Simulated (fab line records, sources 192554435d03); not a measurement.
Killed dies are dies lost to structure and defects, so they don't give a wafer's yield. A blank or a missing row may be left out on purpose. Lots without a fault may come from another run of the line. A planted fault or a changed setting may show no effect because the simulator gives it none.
Chamber matching | flow n5_finfet | N5_BEOL_M1_ETCH_69 on rie_diel-04: 4 sister chambers
The step etches SiARC in CF4, target depth 15.6 nm, time 26 s. 8 wafers are shown with their chamber, then 9 later ones without.

WAFERS WITH THEIR CHAMBER
wafer  | chamber | showerhead_plenum_p_Torr (Torr) | drypump_motor_current_A (A)
L076.1 | 3       | 2.03                            | 5.7
L080.2 | 3       | 2.02                            | 5.7
L081.1 | 1       | 2.27                            | 5.9
L081.3 | 0       | 2.14                            | 5.1
L081.6 | 2       | 2.28                            | 5.6
L083.1 | 2       | 2.28                            | 5.6
L083.2 | 0       | 2.14                            | 5.1
L083.6 | 1       | 2.27                            | 5.8

WAFERS WITHOUT THEIR CHAMBER
wafer  | showerhead_plenum_p_Torr (Torr) | drypump_motor_current_A (A)
L084.2 | 2.28                            | 5.6
L084.3 | 2.27                            | 5.8
L084.6 | 2.14                            | 5.1
L089.1 | 2.27                            | 5.7
L089.2 | 2.26                            | 5.8
L089.6 | 2.27                            | 5.7
L097.1 | 2.13                            | 5.2
L097.4 | 2.13                            | 5.2
L097.6 | 2.26                            | 5.8

WHICH CHAMBER EACH WENT THROUGH
wafer  | from the rows above     | in truth
L084.2 | 2                       | 2
L084.3 | 1                       | 1
L084.6 | 0                       | 0
L089.1 | can't be placed: 2 or 1 | 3
L089.2 | 1                       | 1
L089.6 | can't be placed: 2 or 1 | 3
L097.1 | 0                       | 0
L097.4 | 0                       | 0
L097.6 | 1                       | 1
Placed correctly: 7 of 9. Can't be placed from these rows: 2 (the true chamber is among the candidates in 0). Placed wrongly: 0.
How it was worked out, from the rows above alone: a wafer's distance from a chamber is the root of the sum, over the readings, of the square of ((its reading less the chamber's mean) divided by the reading's scatter). The wafer belongs to the nearest chamber; if the next one is less than 2 further off, it can't be placed. A chamber's mean is the mean of its shown wafers. The scatter: the root of (the sum of the squares of (reading less its chamber's mean) over the shown wafers, divided by (wafers less chambers)).
